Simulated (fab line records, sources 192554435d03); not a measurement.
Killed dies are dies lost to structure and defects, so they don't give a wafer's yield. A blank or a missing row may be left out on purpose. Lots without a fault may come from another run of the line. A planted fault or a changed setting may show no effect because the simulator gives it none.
Which tool did it? | flow n5_finfet | 24 lots, 72 wafers sampled, at 5 steps of a route of 1938

WHAT THE GAUGES READ, wafer by wafer
N5_BEOL_M13_THK_MEAS_50: measures by xrf. Usual: M13_THK 418 nm, standard deviation 7.7.
lot  | measured     | on            | M13_THK (nm) | flag
L074 | day 11 10:05 | film_metro-01 | 415 415 416  |
L076 | day 11 15:58 | film_metro-01 | 413 413 421  |
L075 | day 11 16:22 | film_metro-01 | 428 425 430  |
L077 | day 11 23:22 | film_metro-02 | 428 424 424  |
L078 | day 12 12:44 | film_metro-02 | 415 430 419  |
L079 | day 12 15:07 | film_metro-01 | 411 419 408  |
L081 | day 13 04:26 | film_metro-02 | 412 417 430  |
L080 | day 13 10:02 | film_metro-01 | 407 416 420  |
L082 | day 13 15:59 | film_metro-01 | 425 424 422  |
L083 | day 13 23:50 | film_metro-01 | 430 420 428  |
L084 | day 14 00:34 | film_metro-01 | 410 408 413  |
L085 | day 14 02:53 | film_metro-01 | 409 400 405  |
L086 | day 14 12:07 | film_metro-01 | 404 408 401  |
L087 | day 14 21:36 | film_metro-01 | 427 418 413  |
L089 | day 15 06:04 | film_metro-02 | 425 433 425  |
L091 | day 15 12:29 | film_metro-02 | 415 416 412  |
L090 | day 15 12:52 | film_metro-02 | 415 416 416  |
L088 | day 16 04:15 | film_metro-01 | 409 417 411  |
L092 | day 16 08:06 | film_metro-02 | 415 422 424  |
L095 | day 16 08:40 | film_metro-02 | 415 419 429  |
L094 | day 16 17:31 | film_metro-02 | 432 412 429  |
L093 | day 17 08:37 | film_metro-01 | 409 421 412  |
L096 | day 17 15:43 | film_metro-02 | 424 421 411  |
L097 | day 18 05:52 | film_metro-01 | 414 419 421  |

N5_BEOL_M13_INSPECT_55: inspects for defects (darkfield). Usual: raw_defect_count 66, standard deviation 23.
lot  | measured     | on                | raw_defect_count | flag
L074 | day 11 10:14 | defect_inspect-01 | 94 32 74         |
L076 | day 11 16:07 | defect_inspect-02 | 61 100 168       |
L075 | day 11 16:31 | defect_inspect-02 | 55 59 31         |
L077 | day 11 23:32 | defect_inspect-02 | 102 47 56        |
L078 | day 12 12:53 | defect_inspect-01 | 76 92 65         |
L079 | day 12 15:16 | defect_inspect-01 | 63 54 72         |
L081 | day 13 04:35 | defect_inspect-02 | 59 71 44         |
L080 | day 13 10:13 | defect_inspect-01 | 33 45 57         |
L082 | day 13 16:10 | defect_inspect-02 | 96 84 66         |
L083 | day 13 23:59 | defect_inspect-01 | 41 67 43         |
L084 | day 14 00:43 | defect_inspect-02 | 47 66 77         |
L085 | day 14 03:03 | defect_inspect-02 | 80 41 85         |
L086 | day 14 12:16 | defect_inspect-01 | 49 85 102        |
L087 | day 14 21:47 | defect_inspect-02 | 41 88 64         |
L089 | day 15 06:13 | defect_inspect-01 | 54 61 85         |
L091 | day 15 12:39 | defect_inspect-01 | 64 81 64         |
L090 | day 15 13:02 | defect_inspect-01 | 67 72 34         |
L088 | day 16 04:24 | defect_inspect-02 | 71 51 52         |
L092 | day 16 08:15 | defect_inspect-02 | 38 49 56         |
L095 | day 16 08:49 | defect_inspect-02 | 79 114 89        |
L094 | day 16 17:41 | defect_inspect-01 | 52 56 22         |
L093 | day 17 08:46 | defect_inspect-02 | 82 60 62         |
L096 | day 17 15:52 | defect_inspect-02 | 56 31 47         |
L097 | day 18 06:02 | defect_inspect-02 | 51 68 62         |

N5_BEOL_M14_INSPECT_12: inspects for defects (macro). Usual: raw_defect_count 1.9, standard deviation 1.3.
lot  | measured     | on                | raw_defect_count | flag
L074 | day 11 10:57 | defect_inspect-01 | 1 2 5            |
L076 | day 11 16:43 | defect_inspect-02 | 1 3 0            |
L075 | day 11 17:07 | defect_inspect-02 | 2 4 1            |
L077 | day 12 00:07 | defect_inspect-02 | 3 3 0            |
L078 | day 12 13:28 | defect_inspect-01 | 0 1 3            |
L079 | day 12 15:51 | defect_inspect-02 | 2 2 0            |
L081 | day 13 05:11 | defect_inspect-01 | 2 2 5            |
L080 | day 13 10:49 | defect_inspect-01 | 2 0 1            |
L082 | day 13 16:52 | defect_inspect-01 | 2 3 4            |
L083 | day 14 00:35 | defect_inspect-01 | 2 1 2            |
L084 | day 14 01:25 | defect_inspect-01 | 2 2 4            |
L085 | day 14 03:46 | defect_inspect-02 | 2 1 2            |
L086 | day 14 12:56 | defect_inspect-02 | 1 5 1            |
L087 | day 14 22:34 | defect_inspect-02 | 1 0 2            |
L089 | day 15 06:55 | defect_inspect-02 | 0 3 2            |
L091 | day 15 13:22 | defect_inspect-01 | 2 2 1            |
L090 | day 15 13:37 | defect_inspect-01 | 1 1 2            |
L088 | day 16 05:07 | defect_inspect-02 | 3 4 2            |
L092 | day 16 08:58 | defect_inspect-02 | 1 3 1            |
L095 | day 16 09:32 | defect_inspect-02 | 1 0 1            |
L094 | day 16 18:23 | defect_inspect-01 | 1 1 2            |
L093 | day 17 09:22 | defect_inspect-02 | 2 4 0            |
L096 | day 17 16:46 | defect_inspect-01 | 0 3 1            |
L097 | day 18 06:37 | defect_inspect-01 | 1 2 2            |

N5_BEOL_M15_OVL_MEAS_11. Usual: V14_OVL -2 nm, standard deviation 5.7.
lot  | measured     | on         | V14_OVL (nm) | flag
L074 | day 11 19:32 | overlay-01 | -1 -9 -13    |
L076 | day 11 23:17 | overlay-01 | 8 4 3        |
L075 | day 12 00:49 | overlay-02 | -8 0 -8      |
L077 | day 12 04:44 | overlay-02 | 2 2 -1       |
L078 | day 12 23:11 | overlay-02 | -5 0 -4      |
L079 | day 13 00:01 | overlay-02 | -8 -2 -6     |
L081 | day 13 10:17 | overlay-01 | 2 0 4        |
L080 | day 13 15:25 | overlay-01 | -10 6 -9     |
L082 | day 13 21:38 | overlay-01 | 7 5 8        |
L083 | day 14 06:54 | overlay-02 | -7 -10 -7    |
L084 | day 14 07:15 | overlay-02 | 9 0 2        |
L085 | day 14 08:58 | overlay-02 | -16 -3 -8    |
L086 | day 14 20:49 | overlay-02 | -1 -8 3      |
L087 | day 15 02:47 | overlay-02 | 7 5 4        |
L089 | day 15 13:04 | overlay-01 | -1 -4 2      |
L091 | day 15 18:32 | overlay-01 | -8 -7 -8     |
L090 | day 15 18:41 | overlay-01 | -10 -6 -6    |
L088 | day 16 13:02 | overlay-02 | 4 -5 2       |
L092 | day 16 13:34 | overlay-02 | -3 -4 -9     |
L095 | day 16 15:34 | overlay-02 | -8 -9 -9     |
L094 | day 17 01:28 | overlay-01 | 6 9 -10      |
L093 | day 17 13:38 | overlay-01 | 4 -3 3       |
L096 | day 17 21:31 | overlay-02 | -2 1 4       |
L097 | day 18 11:44 | overlay-02 | -4 1 -4      |

WHICH TOOL RAN EACH LOT (tool, then ch and the chambers of the sampled wafers, then the start)
lot  | N5_BEOL_M13_DEGAS_41
L074 | pvd_sputter-01, day 11 08:45
L076 | pvd_sputter-02, day 11 14:51
L075 | pvd_sputter-02, day 11 15:15
L077 | pvd_sputter-03, day 11 22:16
L078 | pvd_sputter-03, day 12 11:29
L079 | pvd_sputter-03, day 12 13:59
L081 | pvd_sputter-03, day 13 03:19
L080 | pvd_sputter-03, day 13 08:55
L082 | pvd_sputter-01, day 13 14:28
L083 | pvd_sputter-01, day 13 22:34
L084 | pvd_sputter-01, day 13 23:26
L085 | pvd_sputter-02, day 14 01:46
L086 | pvd_sputter-01, day 14 10:59
L087 | pvd_sputter-02, day 14 19:34
L089 | pvd_sputter-03, day 15 04:56
L091 | pvd_sputter-03, day 15 11:10
L090 | pvd_sputter-02, day 15 11:13
L088 | pvd_sputter-03, day 16 03:08
L092 | pvd_sputter-03, day 16 06:44
L095 | pvd_sputter-03, day 16 07:05
L094 | pvd_sputter-01, day 16 15:46
L093 | pvd_sputter-02, day 17 07:29
L096 | pvd_sputter-03, day 17 14:36
L097 | pvd_sputter-02, day 18 04:34
- N5_BEOL_M13_DEGAS_41: time 60 s.

WHAT THE TOOLS THEMSELVES READ (means of the sampled wafers that have a number; where no wafer has one, the mark that the record gives instead)
N5_BEOL_M13_DEGAS_41. Usual: heater_power_w 320 W, standard deviation 39; susceptor_temp_C 250.01 C, standard deviation 0.17.
lot  | tool           | heater_power_w (W) | susceptor_temp_C (C) | flag
L074 | pvd_sputter-01 | 349                | 249.80               |
L076 | pvd_sputter-02 | 359                | 250.17               |
L075 | pvd_sputter-02 | 370                | 249.94               |
L077 | pvd_sputter-03 | 291                | 249.99               |
L078 | pvd_sputter-03 | 284                | 250.02               |
L079 | pvd_sputter-03 | 306                | 249.85               |
L081 | pvd_sputter-03 | 305                | 250.07               |
L080 | pvd_sputter-03 | 289                | 250.25               |
L082 | pvd_sputter-01 | 335                | 249.97               |
L083 | pvd_sputter-01 | 307                | 250.00               |
L084 | pvd_sputter-01 | 290                | 249.69               |
L085 | pvd_sputter-02 | 343                | 250.10               |
L086 | pvd_sputter-01 | 333                | 250.09               |
L087 | pvd_sputter-02 | 376                | 249.95               |
L089 | pvd_sputter-03 | 302                | 250.13               |
L091 | pvd_sputter-03 | 292                | 250.08               |
L090 | pvd_sputter-02 | 366                | 250.11               |
L088 | pvd_sputter-03 | 295                | 249.94               |
L092 | pvd_sputter-03 | 291                | 249.90               |
L095 | pvd_sputter-03 | 291                | 249.95               |
L094 | pvd_sputter-01 | 334                | 249.82               |
L093 | pvd_sputter-02 | 359                | 249.98               |
L096 | pvd_sputter-03 | 293                | 250.05               |
L097 | pvd_sputter-02 | 365                | 250.08               |

THE ANSWER, worked out from the rows above alone
Rule: a lot is off if the mean of its wafers that have a number lies more than 3 standard deviations from the usual mean. A lot without any number at a reading at which 4 lots or more have one is off too. The other lots that the step has rows for count as sound. The gauges are gone through in route order, then the tools' own readings, and for those a lot's mean is taken as printed above. The first step at which some lot is off is used, and at that step the reading that is off furthest; a lot without a number counts as furthest.
No lot is off at any reading shown: from this, nothing can be told.

WHAT THE SIMULATOR HAD PUT IN
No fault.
